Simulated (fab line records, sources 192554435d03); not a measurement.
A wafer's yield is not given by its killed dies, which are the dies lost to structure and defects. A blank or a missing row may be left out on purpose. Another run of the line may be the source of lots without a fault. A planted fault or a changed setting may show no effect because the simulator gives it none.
Matching of chambers / flow n5 finfet / ald hk-02 running N5_MIM_TOP_ALD_00: 4 sister chambers
The step deposits Al2O3, purge time 3 s, co reactant pulse time 3 s. 18 wafers are shown with their chamber, then 9 later ones without.

## EACH WAFER AND ITS CHAMBER
wafer=L074.1; chamber=3; precursor pulse height rel=1.006
wafer=L074.2; chamber=0; precursor pulse height rel=0.987
wafer=L074.3; chamber=2; precursor pulse height rel=1.011
wafer=L077.1; chamber=1; precursor pulse height rel=0.982
wafer=L077.2; chamber=2; precursor pulse height rel=0.994
wafer=L077.5; chamber=1; precursor pulse height rel=1.027
wafer=L083.3; chamber=3; precursor pulse height rel=1.002
wafer=L083.4; chamber=1; precursor pulse height rel=1.028
wafer=L083.5; chamber=0; precursor pulse height rel=0.997
wafer=L086.2; chamber=1; precursor pulse height rel=1.015
wafer=L086.3; chamber=2; precursor pulse height rel=1.053
wafer=L086.4; chamber=0; precursor pulse height rel=1.035
wafer=L089.2; chamber=1; precursor pulse height rel=1.005
wafer=L089.3; chamber=3; precursor pulse height rel=1.029
wafer=L089.6; chamber=3; precursor pulse height rel=0.996
wafer=L094.1; chamber=1; precursor pulse height rel=0.976
wafer=L094.2; chamber=3; precursor pulse height rel=1.008
wafer=L094.3; chamber=0; precursor pulse height rel=1.004

SIGNATURES, as means of the wafers listed above
reading=precursor pulse height rel; chamber 0=1.00575; chamber 1=1.00550; chamber 2=1.01933; chamber 3=1.00820; scatter within a chamber=0.0211
Rule: for each reading, subtract the chamber's mean from the wafer's reading, divide by that reading's scatter and square the result; add these up over the readings and take the root, which gives the wafer's distance from the chamber. If the next closest chamber is less than 2 further off than the closest, the wafer can't be placed; otherwise it belongs to the closest. How the scatter is found: for the shown wafers, subtract from each reading the mean of its chamber, square and add these, divide the total by (wafers less chambers), then take the root.

## WAFERS WITH NO CHAMBER GIVEN
wafer=L094.4; precursor pulse height rel=1.031
wafer=L094.5; precursor pulse height rel=1.034
wafer=L094.6; precursor pulse height rel=1.058
wafer=L095.2; precursor pulse height rel=0.988
wafer=L095.3; precursor pulse height rel=0.987
wafer=L095.5; precursor pulse height rel=1.027
wafer=L096.1; precursor pulse height rel=1.001
wafer=L096.2; precursor pulse height rel=0.991
wafer=L096.3; precursor pulse height rel=1.005

## EACH ONE'S CHAMBER
wafer=L094.4; from the rows above=can't be placed: 2 or 3 or 0 or 1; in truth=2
wafer=L094.5; from the rows above=can't be placed: 2 or 3 or 0 or 1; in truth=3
wafer=L094.6; from the rows above=can't be placed: 2 or 3 or 0 or 1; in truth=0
wafer=L095.2; from the rows above=can't be placed: 1 or 0 or 3 or 2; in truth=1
wafer=L095.3; from the rows above=can't be placed: 1 or 0 or 3 or 2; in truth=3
wafer=L095.5; from the rows above=can't be placed: 2 or 3 or 0 or 1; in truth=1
wafer=L096.1; from the rows above=can't be placed: 1 or 0 or 3 or 2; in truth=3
wafer=L096.2; from the rows above=can't be placed: 1 or 0 or 3 or 2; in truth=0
wafer=L096.3; from the rows above=can't be placed: 1 or 0 or 3 or 2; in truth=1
Correct placement for 0 of the 9. Can't be placed from these rows: 9 (the true chamber is among the candidates in 9). Placed wrongly: 0.
